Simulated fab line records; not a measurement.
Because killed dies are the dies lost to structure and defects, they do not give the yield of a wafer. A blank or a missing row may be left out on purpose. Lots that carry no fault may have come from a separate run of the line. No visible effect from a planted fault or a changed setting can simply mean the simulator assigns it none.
Chamber matching	flow n5 finfet	4 sister chambers for N5_HKMG_FIN_ALD_91 on ald metal-03
The step deposits TiN, target thk 1 nm, pulse time 1 s, purge time 3 s. 4 wafers are shown with their chamber, then 7 later ones without.

== WAFERS PAIRED WITH THEIR CHAMBERS ==
wafer	chamber	heater power w (W)
L081.3	2	860
L091.1	0	837
L093.2	1	827
L093.4	3	997

== WAFERS WITH NO CHAMBER GIVEN ==
wafer	heater power w (W)
L093.6	835
L094.1	874
L094.5	875
L094.6	807
L097.2	844
L097.3	819
L097.5	828

== EACH ONE'S CHAMBER ==
wafer	from the rows above	in truth
L093.6	can't be placed: 0 or 1 or 2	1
L094.1	can't be placed: 2 or 0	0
L094.5	can't be placed: 2 or 0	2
L094.6	can't be placed: 1 or 0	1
L097.2	can't be placed: 0 or 2 or 1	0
L097.3	can't be placed: 1 or 0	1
L097.5	can't be placed: 1 or 0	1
0 of 7 placed correctly. These rows do not allow placing 7 (true chamber among the candidates in 7). Number placed wrongly: 0.
How it was worked out, from the rows above alone: a wafer's distance from a chamber is the root of the sum, over the readings, of the square of ((its reading less the chamber's mean) divided by the reading's scatter). The wafer belongs to the nearest chamber; if the next one is less than 2 further off, it can't be placed. The mean given for a chamber averages the wafers shown for that chamber. The scatter: root of mean squared gap, hidden wafer to nearest shown wafer, with one shown wafer a chamber.
